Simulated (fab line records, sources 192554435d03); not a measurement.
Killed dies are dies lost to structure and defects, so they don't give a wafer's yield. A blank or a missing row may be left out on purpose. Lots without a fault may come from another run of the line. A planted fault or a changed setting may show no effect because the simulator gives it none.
Split-lot experiment | flow n5_finfet | 7 lots, 21 wafers read, on a route of 1938 steps

THE SPLIT
At N5_BEOL_M8_ETCH_61 (etches SiARC in CF4, target depth 45.5 nm, time 75.8 s), the setting bias_w was moved away from the recipe's 36 W on 8 of the 21 wafers read, by -13.2% to +11.3%. The other wafers ran this setting at the recipe's value.

The reading is taken at the split's own step.

THE READING
rf_vpp_V, in V, at N5_BEOL_M8_ETCH_61 (etches SiARC in CF4, target depth 45.5 nm, time 75.8 s). Fault-free wafers of this fab line usually give 184.1 V, standard deviation 0.94 V.

wafer  | tool, chamber at the split | bias_w as run, W | against the recipe | rf_vpp_V, V | against lot-mates on the recipe
L074.2 | rie_diel-02, 1             | 36               | recipe             | 184.5       | -
L074.4 | rie_diel-02, 3             | 40.07            | +11.3%             | 197.1       | +12.6
L074.6 | rie_diel-02, 2             | 40.07            | +11.3%             | 199.0       | +14.5
L084.3 | rie_diel-04, 2             | 36               | recipe             | 183.8       | -
L084.4 | rie_diel-04, 3             | 36               | recipe             | 184.1       | -
L084.5 | rie_diel-04, 0             | 36               | recipe             | 184.0       | -
L085.1 | rie_diel-02, 1             | 37.96            | +5.4%              | 191.3       | +7.9
L085.3 | rie_diel-02, 2             | 37.96            | +5.4%              | 191.0       | +7.6
L085.4 | rie_diel-02, 0             | 36               | recipe             | 183.4       | -
L086.2 | rie_diel-04, 3             | 38.61            | +7.3%              | 194.2       | +11.0
L086.5 | rie_diel-04, 0             | 36               | recipe             | 183.6       | -
L086.6 | rie_diel-04, 1             | 36               | recipe             | 182.8       | -
L089.2 | rie_diel-04, 3             | 36               | recipe             | 185.7       | -
L089.5 | rie_diel-04, 2             | 31.24            | -13.2%             | 167.5       | -18.2
L089.6 | rie_diel-04, 1             | 31.24            | -13.2%             | 169.2       | -16.5
L090.1 | rie_diel-01, 2             | 32.94            | -8.5%              | 173.5       | -10.9
L090.2 | rie_diel-01, 1             | 36               | recipe             | 183.9       | -
L090.6 | rie_diel-01, 1             | 36               | recipe             | 185.0       | -
L093.1 | rie_diel-02, 1             | 36               | recipe             | 184.0       | -
L093.2 | rie_diel-02, 2             | 36               | recipe             | 184.3       | -
L093.5 | rie_diel-02, 1             | 36               | recipe             | 183.3       | -

THE FIT
A straight line over all 21 wafers: rf_vpp_V changes by +1.23 V for each +1% of bias_w; r = +0.99; the points scatter about the line by 0.8 V.
The same after taking each lot's own level away (the mean of its wafers on the recipe; 21 wafers): +1.3 V for each +1%; r = +1.00; scatter 0.76 V.
On that fit, the largest move of bias_w shifts the reading by 17 V.
The lots' own levels span 183.20 to 185.70 V, that is 2.7 times the standard deviation above.
So the lot-to-lot level changes the slope little: the two slopes agree.
Check: with one of the wafers moved furthest among these (-13.2%) left out of the fit, the line predicts -16.7 V for it against its lot-mates. It came out at -18.2 V against them.
Tool readings at the split's step, against how far the setting was moved: rf_vpp_V r = +0.99.

OTHER SPLITS ON THESE WAFERS
These wafers also went through other splits before the reading. Each is held against what the fit with the lots' levels taken away leaves over:
other split on the same wafers   | wafers away from the commonest value | r with rf_vpp_V (lot level and that fit taken away)
N5_BEOL_M7_COAT_60 spin_rpm      | 5                                    | -0.40
N5_BEOL_M7_VIA_ETCH_34 source_w  | 11                                   | -0.07
N5_BEOL_M7_TRENCH_ETCH_37 time_s | 6                                    | -0.27

THE FILE'S OWN FIT
rf_vpp_V changes by +1.31 V for each +1% of bias_w, r = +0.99.
